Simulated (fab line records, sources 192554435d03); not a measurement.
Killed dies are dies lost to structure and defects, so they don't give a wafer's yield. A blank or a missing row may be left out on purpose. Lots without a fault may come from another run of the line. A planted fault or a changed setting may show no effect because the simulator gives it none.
fab line records | flow n5_finfet
record lots=4 wafers=12 last_day=19
route steps=1938 shown BEOL_M15@1819 PASS1_DEP@1831 MIM_BOT@1832 MIM_TOP@1834 MIM_TOP_LITHO@1839 MIM_TOP_ETCH@1851 MIM_BOT_LITHO@1854 MIM_BOT_ETCH@1868 PASSIVATION@1936
lots that met no fault: from a run of the same line without faults
start_h: hours from the record's first day to the start of the lot's first wafer shown | wait_h: hours since the lot's step before | " the same as in the row above | L1.1+2: a row that stands for several wafers | - no value, or no start given | * or withheld: withheld | < > ~ a bound
route shown NAME@n: a module of which the file shows steps, and the number in the route of the first | usual: mean/standard deviation of fault-free wafers | same: alike in all rows | chamber/n: place in a boat | sites: the reading at each site | _std_site: their standard deviation | _edge_site: outer sites' mean less inner sites' | radius_mm: how far each site lies from the wafer's centre | mask NAME#n: copy n | behind: the tool/chamber that last shaped the wafer | hold: why the lot was held/for how many hours/how that ended | device: the transistor (n, p or np) that didn't switch | end of line: the same wafers' tests at the end of the route | a step without rows: its recipe alone | killed: dies lost to structure and defects at the first sort, not the wafer's yield | map: a wafer's dies, x killed, . not, _ none there
set.NAME: the setting as run; set.NAME@STEP: as run at that earlier step | model.NAME: the simulator's own value behind a step, which no gauge read
lots at some steps of the route; a table a step, a row a wafer
services: from which hour (start_h, from the record's first day; less than 0 if before it) a tool's chamber was out of use, for how many hours, and why
## steps
# step N5_BEOL_M15_SPUTTER_43
# recipe material=TaN target_thk_a=150 temp_c=50 bias_v=168.6 power_w=15000 chamber_pressure_pa=0.12 time_s=24.19
# step N5_BEOL_M15_SPUTTER_44
# recipe material=Ta target_thk_a=150 temp_c=50 bias_v=80 power_w=15000 chamber_pressure_pa=0.07 time_s=24.19
# step N5_BEOL_M15_SPUTTER_45
# recipe material=Cu target_thk_a=1000 temp_c=-20 bias_v=60 power_w=26000 chamber_pressure_pa=0.13 time_s=16.67
# step N5_BEOL_M15_ECD_47
# recipe material=Cu target_thk_a=18600
# step N5_BEOL_M15_ANNEAL_48
# recipe temp_c=225 time_s=90 ambient=N2
# step N5_BEOL_M15_CMP_49
# recipe stop_on=SiO2 t_overpolish_s=4.9 down_force_psi=2 platen_rpm=80 clearing_platen_down_force_psi=2 clearing_platen_rpm=80 post_cmp_clean=cu_alkaline target_thk_nm=850 clearing_platen_pad_velocity_m_s=1.5917 pad_velocity_m_s=1.5917
# step N5_BEOL_M15_PRE_CLEAN_52
# recipe gas=NH3 time_s=15 temp_c=withheld rf_power_w=300
# step N5_BEOL_M15_DEP_53
# recipe material=SiCN target_thk_a=500 temp_c=withheld precursor=3MS/NH3 pressure_torr=3 rf_w=675 time_s=17.8
# step N5_PASSIVATION_PECVD_00
# recipe material=SiO2 target_thk_a=2000 temp_c=400 precursor=SiH4/N2O pressure_torr=2.7 rf_w=608 time_s=11.2
# usual chamber_pressure_Torr=2.701/0.0058 heater_power_w=647/98 rf_fwd_power_W=601/3.1 showerhead_plenum_p_Torr=8.09/0.097 showerhead_vpp_V=1516/78 throttle_valve_pct=51.9/1.9
# columns lot.wafer tool chamber start_h wait_h chamber_pressure_Torr heater_power_w rf_fwd_power_W showerhead_plenum_p_Torr showerhead_vpp_V throttle_valve_pct model.SiO2_of_PASSIVATION_PECVD_00.thk_nm
L569.1 pecvd-02 1 285.31 0.8 2.694 685 600 8.16 1409 50.2 196.6
L569.4 " 0 " " 2.696 464 603 8.12 1375 52.8 200.2
L569.6 " 2 " " 2.702 771 600 8.06 1546 49.3 194.8
L577.2 pecvd-04 1 328.12 0.7 2.693 602 598 8.03 1598 53.1 198.2
L577.3 " 2 " " 2.695 687 600 8.15 1501 53.1 200
L577.6 " 1 " " 2.703 489 597 8.03 1618 52.7 202.6
L590.1 pecvd-04 1 434.80 0.8 2.702 531 - 7.99 1589 45.4 193.2
L590.4 " 0 " " 2.708 728 598 7.90 1615 51.7 200.6
L590.6 " 2 " " 2.703 659 600 8.18 1521 53.6 200.2
L589.1 pecvd-04 2 435.94 0.8 2.698 638 605 8.14 1513 53.5 198.2
L589.2 " 1 " " 2.706 572 - 7.99 1613 45.4 189.8
L589.6 " 2 " " 2.701 669 603 8.14 1510 53.6 200.2
# step N5_MIM_BOT_DEGAS_01
# recipe ambient=vacuum temp_c=300 time_s=60
# step N5_MIM_BOT_SPUTTER_00
# recipe material=TiN target_thk_a=350 temp_c=200 power_w=3000 chamber_pressure_pa=0.49996 gas=Ar reactive_partial_pa=0.37997 time_s=89.7
# step N5_MIM_TOP_ALD_00
# recipe material=Al2O3 target_thk_a=* temp_c=withheld ald_precursor_family=TMA ald_co_reactant=O3 pulse_time_s=withheld purge_time_s=3 co_reactant_purge_time_s=withheld co_reactant_pulse_time_s=3 ald_cycles=withheld
# step N5_MIM_TOP_ALD_01
# recipe material=HfO2 target_thk_a=56 temp_c=withheld ald_precursor_family=Hf-amide ald_co_reactant=O3 pulse_time_s=1 purge_time_s=3 co_reactant_purge_time_s=2 co_reactant_pulse_time_s=3 ald_cycles=62
# step N5_MIM_TOP_ALD_02
# recipe material=Al2O3 target_thk_a=* temp_c=withheld ald_precursor_family=TMA ald_co_reactant=O3 pulse_time_s=withheld purge_time_s=3 co_reactant_purge_time_s=withheld co_reactant_pulse_time_s=3 ald_cycles=withheld
# step N5_MIM_TOP_DEGAS_04
# recipe ambient=vacuum temp_c=300 time_s=60
# step N5_MIM_TOP_SPUTTER_03
# recipe material=TiN target_thk_a=350 temp_c=200 power_w=3000 chamber_pressure_pa=0.49996 gas=Ar reactive_partial_pa=0.37997 time_s=89.7
# step N5_MIM_TOP_LITHO_HMDS_01
# recipe time_s=60 temp_c=120
# step N5_MIM_TOP_LITHO_COAT_02
# recipe spin_rpm=* resist_thk_nm=*
# step N5_MIM_TOP_LITHO_EBR_04
# recipe solvent=PGMEA ebr_width_mm=1.5
# step N5_MIM_TOP_LITHO_SOFTBAKE_03
# recipe temp_c=100 time_s=90
# step N5_MIM_TOP_LITHO_EXPOSE_05
# recipe mask_id=MIM_TOP na=0.55 source_shape=conventional sigma_outer=0.8 polarization=unpolarized target_cd_nm=2000 dose_mj=20.5
# step N5_MIM_TOP_LITHO_PEB_06
# recipe peb_temp_c=withheld peb_time_s=*
# step N5_MIM_TOP_LITHO_DEVELOP_07
# recipe develop_time_s=60 rinse_liquid=diw dry=air_spin dev_temp_c=21
# step N5_MIM_TOP_LITHO_HARDBAKE_09
# recipe temp_c=130 time_s=120
# step N5_MIM_TOP_LITHO_DESCUM_10
# recipe chemistry=O2 time_s=7.9 source_power_w=50 bias_power_w=20 pressure_mtorr=20 rf_frequency_hz=2.712e+07 temp_c=40 o2_flow_sccm=225
# step N5_MIM_TOP_ETCH_ETCH_00
# recipe chemistry=Cl2/BCl3 target=TiN target_depth_a=385 ion_energy_ev=150 pressure_mtorr=10 icp_w=1000 bias_w=126 Cl2_flow_sccm=53.25 bcl3_flow_sccm=21.75 Ar_flow_sccm=25
# step N5_MIM_TOP_ETCH_STRIP_01
# recipe chemistry=O2 power_w=600 temp_c=60 pressure_mtorr=30 rf_frequency_hz=6e+07 bias_power_w=0 overash_fraction=0.5 o2_flow_sccm=225
# step N5_MIM_TOP_ETCH_PECVD_03
# recipe material=SiNx target_thk_a=200 temp_c=400 precursor=SiH4/NH3/N2 pressure_torr=1.5 rf_w=300 time_s=17.6
# step N5_MIM_BOT_LITHO_HMDS_01
# recipe time_s=60 temp_c=120
# step N5_MIM_BOT_LITHO_COAT_02
# recipe spin_rpm=* resist_thk_nm=*
# step N5_MIM_BOT_LITHO_EBR_04
# recipe solvent=PGMEA ebr_width_mm=1.5
# step N5_MIM_BOT_LITHO_SOFTBAKE_03
# recipe temp_c=100 time_s=90
# step N5_MIM_BOT_LITHO_EXPOSE_05
# recipe mask_id=MIM_BOT na=0.55 source_shape=conventional sigma_outer=0.8 polarization=unpolarized dose_mj=24.25
# step N5_MIM_BOT_LITHO_PEB_06
# recipe peb_temp_c=withheld peb_time_s=*
# step N5_MIM_BOT_LITHO_DEVELOP_07
# recipe develop_time_s=60 rinse_liquid=diw dry=air_spin dev_temp_c=21
# step N5_MIM_BOT_ETCH_ETCH_00
# recipe chemistry=Cl2/BCl3 target=TiN target_depth_a=455 ion_energy_ev=150 pressure_mtorr=10 icp_w=1000 bias_w=126 Cl2_flow_sccm=53.25 bcl3_flow_sccm=21.75 Ar_flow_sccm=25
# usual drypump_motor_current_A=5.8/0.59 oes_ar_750_au=0.81/0.091 oes_product_au=0.82/0.092 rf_fwd_power_W=994/3.2 throttle_valve_pct=22.0/0.38
# columns lot.wafer tool chamber start_h wait_h drypump_motor_current_A oes_ar_750_au oes_product_au rf_fwd_power_W rf_hours_counter_h throttle_valve_pct model.SiO2_of_PASSIVATION_PECVD_00.thk_nm
L569.1 rie_metal-02 1 289.80 0.1 6.7 0.68 0.68 996 102 22.3 194
L569.4 " 1 " " 6.7 0.69 0.68 994 - 22.3 197.6
L569.6 " 0 " " 5.3 0.89 0.89 993 - 21.6 192.2
L577.2 rie_metal-03 0 331.28 0.1 6.7 0.84 0.83 990 20 21.4 195.6
L577.3 " 0 " " 6.8 0.84 0.84 993 - 21.4 197.4
L577.6 " 0 " " 6.8 0.83 0.83 995 - 21.4 200
L590.1 rie_metal-01 1 442.25 0.1 5.4 0.77 0.79 996 39 22.1 190.6
L590.4 " 1 " " 5.4 0.78 0.78 994 - 22.1 198
L590.6 " 0 " " 5.8 0.91 0.93 993 - 22.2 197.6
L589.1 rie_metal-03 1 443.29 0.1 5.3 0.86 0.86 995 21 22.2 195.6
L589.2 " 0 " " 6.7 0.81 0.81 999 29 21.4 187.2
L589.6 " 1 " " 5.3 0.86 0.87 1000 - 22.2 197.6
# step N5_PASSIVATION_PROBE_49
# usual defect_limited_yield=91.3/1.4 killed_at_M0_to_M3=33/11 killed_at_M4_up=15/6.2 killed_at_contacts=13/6.5 killed_at_front_end=38/11 killed_at_other=3.4/2.6 killed_dies=102/17 killed_open=67/12 killed_short=34/7.9 sort_bin_5_function=5.1/0.88 sort_bin_6_memory=3.3/0.65 sort_n_pass=1078/17 sort_yield_pct=91.3/1.4
# same gross_dies=1180 killed_at_back_side=0 sort_bin_4_leakage[%]=0 sort_bin_8_speed[%]=0
# columns lot.wafer tool chamber start_h wait_h defect_limited_yield[%] killed_at_M0_to_M3 killed_at_M4_up killed_at_contacts killed_at_front_end killed_at_other killed_dies killed_open killed_short sort_bin_5_function[%] sort_bin_6_memory[%] sort_n_pass sort_yield_pct[%]
L577.2 prober-02 - 340.72 0.4 90.0 49 6 11 51 1 118 76 38 5.7 3.9 1062 90.0
L577.3 prober-02 - 340.77 0.4 89.5 52 13 1 56 2 124 78 44 6.3 3.6 1056 89.5
L577.6 prober-02 - 340.92 0.6 90.3 57 8 4 40 5 114 69 43 5.3 4.2 1066 90.3
# killed by level:class
L577.2 FIN_SAQP:geometric_particle:short=14 BEOL_M0_SAQP:geometric_particle:open=13 BEOL_M1:geometric_particle:open=11 BEOL_M0_SAQP:geometric_particle:short=10 MOL_CONTACT_COAG:geometric_particle:open=9 FIN_SAQP:geometric_particle:open=8 BEOL_M3:geometric_particle:open=7 STI_FIN_REVEAL:geometric_particle:open=5
L577.3 BEOL_M3:geometric_particle:open=14 FIN_SAQP:geometric_particle:short=12 FIN_SAQP:geometric_particle:open=12 GATE_CUT:geometric_particle:short=9 BEOL_M0_SAQP:geometric_particle:short=9 BEOL_M1:geometric_particle:open=9 STI_FIN_REVEAL:geometric_particle:open=8 BEOL_M0_SAQP:geometric_particle:open=7
L577.6 BEOL_M0_SAQP:geometric_particle:short=20 BEOL_M0_SAQP:geometric_particle:open=15 FIN_SAQP:geometric_particle:short=10 FIN_SAQP:geometric_particle:open=10 BEOL_M3:geometric_particle:open=10 BEOL_M1:geometric_particle:open=8 STI_FIN_REVEAL:geometric_particle:open=7 MOL_CONTACT_COAG:geometric_particle:open=4
## services
# columns tool chamber start_h hours kind
rie_metal-03 - 282.04 1.4 pm
rie_metal-02 - 297.88 2.8 pm
rie_metal-01 - 305.91 15.6 pm
pecvd-04 0 319.79 5.5 scheduled_down
rie_metal-01 - 340.07 2.8 pm
rie_metal-02 1 356.42 - clean
rie_metal-02 1 356.42 27.2 scheduled_down
rie_metal-02 1 356.42 27.2 vent_cycle
rie_metal-01 0 383.18 - clean
rie_metal-01 0 383.18 12.4 scheduled_down
rie_metal-01 0 383.18 12.4 vent_cycle
pecvd-04 1 383.62 - clean
pecvd-04 1 383.62 - consumable_replace:showerhead
pecvd-04 1 383.62 29.0 scheduled_down
pecvd-04 1 383.62 29.0 vent_cycle
rie_metal-01 0 397.93 7.1 repair
## key
first_sign none at tools or gauges
model_effect step=N5_PASSIVATION_PECVD_00 value=SiO2_of_PASSIVATION_PECVD_00.thk_nm without=198.6 struck=191.5
model_effect step=N5_MIM_BOT_ETCH_ETCH_00 value=SiO2_of_PASSIVATION_PECVD_00.thk_nm without=196.1 struck=188.9
met_at N5_PASSIVATION_PECVD_00
struck_wafers L589.2,L590.1
onset_between 328.12 434.80
fault kind=process_parameter_drift tool=pecvd-04 chamber=1 onset_h=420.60 steps=N5_PASSIVATION_PECVD_00 channel=time_s offset=* shape=step end_h=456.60 acts_in=* stated=*
